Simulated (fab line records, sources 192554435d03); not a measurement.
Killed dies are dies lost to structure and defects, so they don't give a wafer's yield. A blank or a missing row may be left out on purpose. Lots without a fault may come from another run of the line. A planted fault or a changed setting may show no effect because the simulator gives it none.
Chamber matching | flow n5_finfet | N5_BEOL_M5_CO_CAP_78 on cvd_co-01: 3 sister chambers
The step material Co, precursor CCTBA/H2, target thk 2 nm, time 102.1 s. 33 wafers are shown with their chamber, then 12 later ones without.

WAFERS WITH THEIR CHAMBER
wafer  | chamber | heater_power_w (W) | susceptor_temp_C (C)
L074.1 | 0       | 206                | 200.24
L074.2 | 1       | 248                | 199.97
L074.3 | 2       | 250                | 199.97
L075.1 | 2       | 251                | 199.90
L075.3 | 0       | 210                | 199.99
L075.5 | 0       | 210                | 200.00
L077.1 | 1       | 238                | 199.73
L077.3 | 0       | 213                | 200.25
L077.5 | 2       | 247                | 199.97
L078.1 | 1       | 246                | 199.68
L078.5 | 1       | 249                | 199.74
L078.6 | 0       | 209                | 199.83
L079.1 | 2       | 249                | 200.06
L079.3 | 0       | 211                | 199.93
L079.5 | 0       | 207                | 199.97
L081.1 | 0       | 213                | 199.76
L081.3 | 2       | 245                | 200.18
L081.5 | 0       | 219                | 199.85
L086.1 | 2       | 245                | 200.21
L086.3 | 1       | 246                | 199.99
L086.4 | 0       | 211                | 199.84
L088.2 | 1       | 240                | 199.97
L088.3 | 0       | 212                | 199.84
L088.5 | 0       | 208                | 200.15
L087.2 | 1       | 249                | 200.12
L087.3 | 0       | 214                | 199.96
L087.5 | 1       | 243                | 200.00
L089.1 | 1       | 243                | 200.04
L089.2 | 2       | 252                | 200.25
L089.3 | 0       | 211                | 199.85
L090.1 | 2       | 251                | 200.18
L090.5 | 2       | 254                | 200.05
L090.6 | 1       | 246                | 199.99

SIGNATURES (means of the wafers above)
reading          | chamber 0 | chamber 1 | chamber 2 | scatter within a chamber
heater_power_w   | 211.00    | 244.80    | 249.33    | 3.37
susceptor_temp_C | 199.9614  | 199.9230  | 200.0856  | 0.146
Rule: a wafer's distance from a chamber is the root of the sum, over the readings, of the square of ((its reading less the chamber's mean) divided by the reading's scatter). The wafer belongs to the nearest chamber; if the next one is less than 2 further off, it can't be placed. The scatter: the root of (the sum of the squares of (reading less its chamber's mean) over the shown wafers, divided by (wafers less chambers)).

WAFERS WITHOUT THEIR CHAMBER
wafer  | heater_power_w (W) | susceptor_temp_C (C)
L091.1 | 240                | 199.86
L091.3 | 252                | 199.87
L091.6 | 248                | 200.06
L096.4 | 215                | 200.19
L096.5 | 259                | 200.05
L096.6 | 244                | 199.66
L095.1 | 248                | 200.11
L095.2 | 212                | 199.73
L095.4 | 213                | 199.93
L097.1 | 220                | 199.85
L097.2 | 253                | 200.00
L097.6 | 241                | 199.59

WHICH CHAMBER EACH WENT THROUGH
wafer  | from the rows above     | in truth
L091.1 | can't be placed: 1 or 2 | 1
L091.3 | can't be placed: 2 or 1 | 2
L091.6 | can't be placed: 2 or 1 | 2
L096.4 | 0                       | 0
L096.5 | can't be placed: 2 or 1 | 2
L096.6 | can't be placed: 1 or 2 | 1
L095.1 | can't be placed: 2 or 1 | 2
L095.2 | 0                       | 0
L095.4 | 0                       | 0
L097.1 | 0                       | 0
L097.2 | can't be placed: 2 or 1 | 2
L097.6 | can't be placed: 1 or 2 | 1
Placed correctly: 4 of 12. Can't be placed from these rows: 8 (the true chamber is among the candidates in 8). Placed wrongly: 0.
